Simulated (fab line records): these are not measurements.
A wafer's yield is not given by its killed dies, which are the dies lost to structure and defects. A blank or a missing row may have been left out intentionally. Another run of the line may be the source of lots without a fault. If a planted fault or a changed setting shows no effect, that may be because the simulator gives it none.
Problem report in the 8D (eight disciplines) form, filled by code    flow n5 finfet    the parts of the form that need people (team, actions taken, sign-off) are left out

## 1. WHAT WENT WRONG
Wafers without a fault read 46.4 s, standard deviation 0.95; etch rf on time s at N5_FIN_SAQP_ETCH_57 reads a mean of 69.2 s on 3 wafers belonging to 3 lots. That is +24 standard deviations from the usual mean.
The step: etches SiNx in CH3F/O2, target depth 32.5 nm, time 46.4 s.
Earliest sighting: wafer L301.5 on rie diel-04 at day 5 10:17. At this step, 24 wafers from 9 lots have a number in the record. Rule for "out", or "out of limits": more than 4 standard deviations from the usual mean. All remaining wafers that have a number are taken as sound.

## 2. WHAT IT IS, AND WHAT IT ISN'T
question                     is                        is not
which readings at this step  etch rf on time s         bias w, drypump motor current A, oes product au, showerhead plenum p Torr, throttle valve pct
which lots                   L301, L304, L305          L288, L289, L295, L308, L309, L310
which wafers of those lots   L301.5, L304.3, L305.3    L301.6, L304.4, L305.4
read on which tools          rie diel-02, rie diel-04  rie diel-05
when                         from day 5 10:17          up to then (10 sound wafers); but 11 sound wafers of L304, L305, L308, L309, L310 came after

## 3. WHAT RULES OUT EACH SUSPECT
Counting: any tool at a process step up to the reading remains a suspect provided it ran every lot that is out. Sound lots after the first of them don't rule it out here, since some wafers of a struck lot are sound.
- pecvd-02 at N5_FIN_SAQP_PECVD_48 (deposits SiNx from SiH4/NH3/N2, target thk 25 nm, time 22.1 s): kept. It ran every lot that is out, first L301 (day 5 05:38); its last sound lot up to then is L295 (day 3 15:54).
After counting, what remains is pecvd-02 at N5_FIN_SAQP_PECVD_48.

## 4. THE CAUSE (what the simulator had put in)
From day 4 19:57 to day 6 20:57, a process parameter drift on pecvd-02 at N5_FIN_SAQP_PECVD_48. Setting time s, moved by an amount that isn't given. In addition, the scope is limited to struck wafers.
This tool alone remained once counting was done.

## 5. SEQUENCE OF EFFECTS, ordered by route
Each row: a reading whose mean over the struck wafers that have a number lies more than 3 standard deviations from the usual. Only readings for which the record gives a usual standard deviation are gone through. hours: the time from each lot's start at the first step in this table that gives one to its start at this step, as a median over the lots. sigmas: the change in usual standard deviations.
hours  step                 reading            usual   on struck wafers  change  sigmas
0      N5_FIN_SAQP_ETCH_57  etch rf on time s  46.4 s  69.2              +22.8   +24
The process steps in it:
- N5_FIN_SAQP_ETCH_57: etches SiNx in CH3F/O2, target depth 32.5 nm, time 46.4 s.
At these later measuring or inspecting steps, every struck wafer for which the step has a row has a number for every such reading, and none has moved that far: N5_BEOL_M4_RC_MEAS_101.

## 6. WHAT WOULD HAVE CAUGHT IT SOONER
14 hours passed between the start of the fault at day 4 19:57 and the first reading out of limits in this record, taken at day 5 10:17.
No tool reading at N5_FIN_SAQP_PECVD_48 that has a usual standard deviation in the record was out on any struck wafer, so an alarm limit of 4 standard deviations on those readings would not have fired.
Among the 3 lots that are out, L304, L305 began N5_FIN_SAQP_PECVD_48 on pecvd-02 after day 5 10:17. A hold on the tool at that time would have spared those 2.
